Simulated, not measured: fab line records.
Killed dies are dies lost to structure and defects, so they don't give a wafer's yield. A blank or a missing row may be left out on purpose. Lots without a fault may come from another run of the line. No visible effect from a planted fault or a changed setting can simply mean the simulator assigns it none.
Which tool is to blame? / flow nand harc / Sampling: 11 lots, 33 wafers, 4 of 1302 route steps

== WHAT THE GAUGES READ, wafer by wafer ==
NHARC_A_BLC_CD_MEAS_10 targets a cd of 100 nm.
lot=L075; measured=day 23 08:20; on=cd sem-02; cd nm (nm)=99.8 100.4 101.0
lot=L076; measured=day 23 15:25; on=cd sem-02; cd nm (nm)=101.3 100.9 101.6
lot=L079; measured=day 24 23:17; on=cd sem-02; cd nm (nm)=100.5 99.5 100.4
lot=L080; measured=day 25 10:18; on=cd sem-02; cd nm (nm)=101.0 101.2 101.3
lot=L082; measured=day 25 20:34; on=cd sem-02; cd nm (nm)=100.1 99.6 100.3
lot=L085; measured=day 26 15:24; on=cd sem-01; cd nm (nm)=100.1 100.5 99.8
lot=L087; measured=day 28 01:25; on=cd sem-01; cd nm (nm)=100.0 99.5 99.5
lot=L088; measured=day 28 21:22; on=cd sem-02; cd nm (nm)=99.8 99.3 99.7
lot=L092; measured=day 30 19:54; on=cd sem-01; cd nm (nm)=99.8 100.2 100.1
lot=L094; measured=day 31 05:01; on=cd sem-03; cd nm (nm)=99.7 99.3 100.3
lot=L096; measured=day 32 09:22; on=cd sem-02; cd nm (nm)=100.6 100.1 100.9

== WHAT TOOL EACH LOT RAN ON (gives the tool, then ch and the chambers of the sampled wafers, and finally the start) ==
lot=L075; NHARC_A_CONTACT_ETCH_91=rie diel-02 ch 0,2,3, day 22 18:09; NHARC_A_CONTACT_STRIP_82=rie diel-09 ch 0,1,3, day 23 05:04 or earlier; NHARC_A_CONTACT_ETCH_92=rie diel-02 ch 0,1,3, day 23 05:04
lot=L076; NHARC_A_CONTACT_ETCH_91=rie diel-09 ch 1,2,3, day 23 04:12; NHARC_A_CONTACT_STRIP_82=rie diel-09 ch 1,2, day 23 12:16 or earlier; NHARC_A_CONTACT_ETCH_92=rie diel-09 ch 0,1, day 23 12:16
lot=L079; NHARC_A_CONTACT_ETCH_91=rie diel-02 ch 0,1, day 24 08:34; NHARC_A_CONTACT_STRIP_82=rie diel-11 ch 0,3, day 24 20:02 or earlier; NHARC_A_CONTACT_ETCH_92=rie diel-09 ch 0,1,3, day 24 20:02
lot=L080; NHARC_A_CONTACT_ETCH_91=rie diel-09 ch 0,1, day 24 20:55; NHARC_A_CONTACT_STRIP_82=rie diel-09 ch 0,1, day 25 07:01 or earlier; NHARC_A_CONTACT_ETCH_92=rie diel-09 ch 0,1,3, day 25 07:01
lot=L082; NHARC_A_CONTACT_ETCH_91=rie diel-09 ch 0,1,3, day 25 08:36; NHARC_A_CONTACT_STRIP_82=rie diel-11 ch 0,1,3, day 25 17:24 or earlier; NHARC_A_CONTACT_ETCH_92=rie diel-09 ch 2,3, day 25 17:24
lot=L085; NHARC_A_CONTACT_ETCH_91=rie diel-09 ch 2,3, day 26 05:30; NHARC_A_CONTACT_STRIP_82=rie diel-09 ch 1,2,3, day 26 12:23 or earlier; NHARC_A_CONTACT_ETCH_92=rie diel-09 ch 2,3, day 26 12:23
lot=L087; NHARC_A_CONTACT_ETCH_91=rie diel-11 ch 0,1,2, day 27 15:23; NHARC_A_CONTACT_STRIP_82=rie diel-11 ch 1,2,3, day 27 22:16 or earlier; NHARC_A_CONTACT_ETCH_92=rie diel-11 ch 0,3, day 27 22:16
lot=L088; NHARC_A_CONTACT_ETCH_91=rie diel-09 ch 0,1,2, day 28 11:11; NHARC_A_CONTACT_STRIP_82=rie diel-09 ch 0,2,3, day 28 18:12 or earlier; NHARC_A_CONTACT_ETCH_92=rie diel-09 ch 0,1,3, day 28 18:12
lot=L092; NHARC_A_CONTACT_ETCH_91=rie diel-09 ch 0,1,2, day 30 09:41; NHARC_A_CONTACT_STRIP_82=rie diel-02 ch 0,1,3, day 30 16:43 or earlier; NHARC_A_CONTACT_ETCH_92=rie diel-02 ch 1,3, day 30 16:43
lot=L094; NHARC_A_CONTACT_ETCH_91=rie diel-09 ch 0,2, day 30 18:46; NHARC_A_CONTACT_STRIP_82=rie diel-09 ch 1,2, day 31 01:55 or earlier; NHARC_A_CONTACT_ETCH_92=rie diel-11 ch 0,3, day 31 01:55
lot=L096; NHARC_A_CONTACT_ETCH_91=rie diel-02 ch 0,1,3, day 31 22:30; NHARC_A_CONTACT_STRIP_82=rie diel-02 ch 0,2, day 32 05:34 or earlier; NHARC_A_CONTACT_ETCH_92=rie diel-09 ch 1,2,3, day 32 05:34
- NHARC_A_CONTACT_ETCH_91: etches the open film in CH3F/O2, target depth 40 nm, time 85.7 s.
- NHARC_A_CONTACT_STRIP_82: strips in O2.
- NHARC_A_CONTACT_ETCH_92: etches the open film in CH3F/O2, target depth 40 nm, time 85.7 s.

== THE ANSWER, worked out from the rows above alone ==
Rule: the lots themselves supply what counts as usual. Put in order of their means at a reading, lots are off if they are a third of the lots or fewer, leave a main group of 4 or more, and stand apart from it by a gap of 3 or more times the standard deviation of the main group's means; of several such gaps the widest counts. A main group is skipped when, at the precision printed for the reading in the tables above, its means are all equal. A lot without any number at a reading at which 4 lots or more have one is off too. Where the step has rows for the other lots, those lots are counted as sound.
Across all readings shown, no lot is off: no conclusion can be drawn from this.

== WHAT THE SIMULATOR HAD PUT IN ==
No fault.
